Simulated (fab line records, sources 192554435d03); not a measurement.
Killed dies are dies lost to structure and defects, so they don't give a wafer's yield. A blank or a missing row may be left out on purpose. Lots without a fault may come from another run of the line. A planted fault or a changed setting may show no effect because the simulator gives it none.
Chamber matching | flow n5_finfet | N5_MOL_CONTACT_COAG_ETCH_91 on rie_diel-02: 4 sister chambers
The step etches SOC in N2/H2, target depth 60 nm, overetch 21 nm, time 101.2 s. 4 wafers are shown with their chamber, then 7 later ones without.

WAFERS WITH THEIR CHAMBER
wafer  | chamber | showerhead_plenum_p_Torr (Torr)
L079.6 | 2       | 2.51
L089.5 | 3       | 2.64
L092.1 | 1       | 2.67
L092.3 | 0       | 2.70

WAFERS WITHOUT THEIR CHAMBER
wafer  | showerhead_plenum_p_Torr (Torr)
L092.5 | 2.67
L093.3 | 2.67
L093.5 | 2.70
L093.6 | 2.63
L096.1 | 2.50
L096.2 | 2.69
L096.3 | 2.63

WHICH CHAMBER EACH WENT THROUGH
wafer  | from the rows above     | in truth
L092.5 | 1                       | 1
L093.3 | 1                       | 1
L093.5 | 0                       | 0
L093.6 | 3                       | 3
L096.1 | 2                       | 2
L096.2 | can't be placed: 0 or 1 | 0
L096.3 | 3                       | 3
Placed correctly: 6 of 7. Can't be placed from these rows: 1 (the true chamber is among the candidates in 1). Placed wrongly: 0.
How it was worked out, from the rows above alone: a wafer's distance from a chamber is the root of the sum, over the readings, of the square of ((its reading less the chamber's mean) divided by the reading's scatter). The wafer belongs to the nearest chamber; if the next one is less than 2 further off, it can't be placed. A chamber's mean is the mean of its shown wafers. The scatter: with one shown wafer a chamber, the root of the mean of the squares of how far each hidden wafer lies from its nearest shown one.
